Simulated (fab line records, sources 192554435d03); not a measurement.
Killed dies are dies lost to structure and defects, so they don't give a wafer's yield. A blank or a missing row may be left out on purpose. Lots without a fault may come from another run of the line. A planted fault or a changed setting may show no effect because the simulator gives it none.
Chamber matching | flow n5_finfet | N5_FIN_SAQP_FIN_ETCH_36 on rie_si-05: 4 sister chambers
The step etches the open film in HBr/Cl2/O2, target depth 120 nm, time 50.4 s. 14 wafers are shown with their chamber, then 7 later ones without.

WAFERS WITH THEIR CHAMBER
wafer  | chamber | throttle_valve_pct (%) | oes_product_au (a.u.)
L074.3 | 1       | 35.83                  | 0.980
L074.4 | 0       | 35.74                  | 1.012
L074.5 | 0       | 35.75                  | 1.020
L076.1 | 0       | 35.73                  | 1.026
L076.2 | 1       | 35.85                  | 0.968
L076.4 | 2       | 36.39                  | 0.992
L084.2 | 3       | 36.28                  | 1.000
L084.4 | 1       | 35.84                  | 0.970
L084.6 | 2       | 36.38                  | 0.992
L086.1 | 1       | 35.84                  | 0.972
L086.4 | 3       | 36.29                  | 0.995
L086.6 | 0       | 35.76                  | 1.015
L087.1 | 1       | 35.84                  | 0.971
L087.2 | 2       | 36.40                  | 0.988

SIGNATURES (means of the wafers above)
reading            | chamber 0 | chamber 1 | chamber 2 | chamber 3 | scatter within a chamber
throttle_valve_pct | 35.7450   | 35.8400   | 36.3900   | 36.2850   | 0.00975
oes_product_au     | 1.01825   | 0.97220   | 0.99067   | 0.99750   | 0.0047
Rule: a wafer's distance from a chamber is the root of the sum, over the readings, of the square of ((its reading less the chamber's mean) divided by the reading's scatter). The wafer belongs to the nearest chamber; if the next one is less than 2 further off, it can't be placed. The scatter: the root of (the sum of the squares of (reading less its chamber's mean) over the shown wafers, divided by (wafers less chambers)).

WAFERS WITHOUT THEIR CHAMBER
wafer  | throttle_valve_pct (%) | oes_product_au (a.u.)
L087.3 | 36.28                  | 0.999
L088.1 | 36.39                  | 0.992
L088.3 | 35.84                  | 0.976
L088.4 | 35.74                  | 1.021
L096.3 | 36.29                  | 1.000
L096.4 | 35.86                  | 0.964
L096.6 | 36.27                  | 0.995

WHICH CHAMBER EACH WENT THROUGH
wafer  | from the rows above | in truth
L087.3 | 3                   | 3
L088.1 | 2                   | 2
L088.3 | 1                   | 1
L088.4 | 0                   | 0
L096.3 | 3                   | 3
L096.4 | 1                   | 1
L096.6 | 3                   | 3
Placed correctly: 7 of 7. Can't be placed from these rows: 0. Placed wrongly: 0.
